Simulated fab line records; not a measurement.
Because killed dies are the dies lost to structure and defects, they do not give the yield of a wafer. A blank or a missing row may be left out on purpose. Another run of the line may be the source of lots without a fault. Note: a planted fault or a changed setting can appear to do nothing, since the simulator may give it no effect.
Matching of chambers | flow n5_finfet | rie_diel-03 running N5_BEOL_M0_SAQP_STRIP_86: 4 sister chambers
The step strips in N2/H2. 16 wafers are shown with their chamber, then 8 later ones without.

== WAFERS, EACH WITH ITS CHAMBER ==
wafer  | chamber | showerhead_plenum_p_Torr (Torr) | throttle_valve_pct (%) | oes_product_au (a.u.)
L079.2 | 0       | 3.32                            | 19.3                   | 0.69
L079.3 | 3       | 3.47                            | 19.1                   | 0.69
L079.6 | 1       | 3.18                            | 18.5                   | 0.75
L081.3 | 3       | 3.46                            | 19.1                   | 0.69
L081.4 | 1       | 3.18                            | 18.5                   | 0.77
L081.6 | 0       | 3.32                            | 19.3                   | 0.68
L082.1 | 0       | 3.32                            | 19.3                   | 0.69
L082.2 | 1       | 3.18                            | 18.5                   | 0.76
L082.3 | 3       | 3.46                            | 19.1                   | 0.69
L086.1 | 0       | 3.31                            | 18.9                   | 0.99
L086.2 | 3       | 3.46                            | 19.2                   | 0.68
L086.6 | 2       | 3.40                            | 18.1                   | 0.94
L087.1 | 2       | 3.40                            | 18.1                   | 0.95
L087.2 | 3       | 3.46                            | 19.2                   | 0.69
L087.4 | 0       | 3.31                            | 18.9                   | 0.97
L091.2 | 0       | 3.31                            | 18.9                   | 0.95

SIGNATURES, as means of the wafers listed above
reading                  | chamber 0 | chamber 1 | chamber 2 | chamber 3 | scatter within a chamber
showerhead_plenum_p_Torr | 3.3150    | 3.1800    | 3.4000    | 3.4620    | 0.00438
throttle_valve_pct       | 19.100    | 18.500    | 18.100    | 19.140    | 0.145
oes_product_au           | 0.8283    | 0.7600    | 0.9450    | 0.6880    | 0.101
Rule: a wafer's distance from a chamber is the root of the sum, over the readings, of the square of ((its reading less the chamber's mean) divided by the reading's scatter). The wafer belongs to the nearest chamber; if the next one is less than 2 further off, it can't be placed. The scatter: the root of (the sum of the squares of (reading less its chamber's mean) over the shown wafers, divided by (wafers less chambers)).

== WAFERS MISSING THEIR CHAMBER ==
wafer  | showerhead_plenum_p_Torr (Torr) | throttle_valve_pct (%) | oes_product_au (a.u.)
L091.4 | 3.40                            | 18.1                   | 0.93
L091.6 | 3.45                            | 19.1                   | 0.68
L093.2 | 3.45                            | 19.2                   | 0.69
L093.3 | 3.39                            | 18.1                   | 0.92
L093.5 | 3.45                            | 19.1                   | 0.68
L097.3 | 3.39                            | 18.1                   | 0.91
L097.5 | 3.16                            | 18.6                   | 0.73
L097.6 | 3.30                            | 18.9                   | 0.93

== WHICH CHAMBER EACH ONE RAN IN ==
wafer  | from the rows above | in truth
L091.4 | 2                   | 2
L091.6 | 3                   | 3
L093.2 | 3                   | 3
L093.3 | 2                   | 2
L093.5 | 3                   | 3
L097.3 | 2                   | 2
L097.5 | 1                   | 1
L097.6 | 0                   | 0
Correct placement for 8 of the 8. Can't be placed from these rows: 0. Placed wrongly: 0.
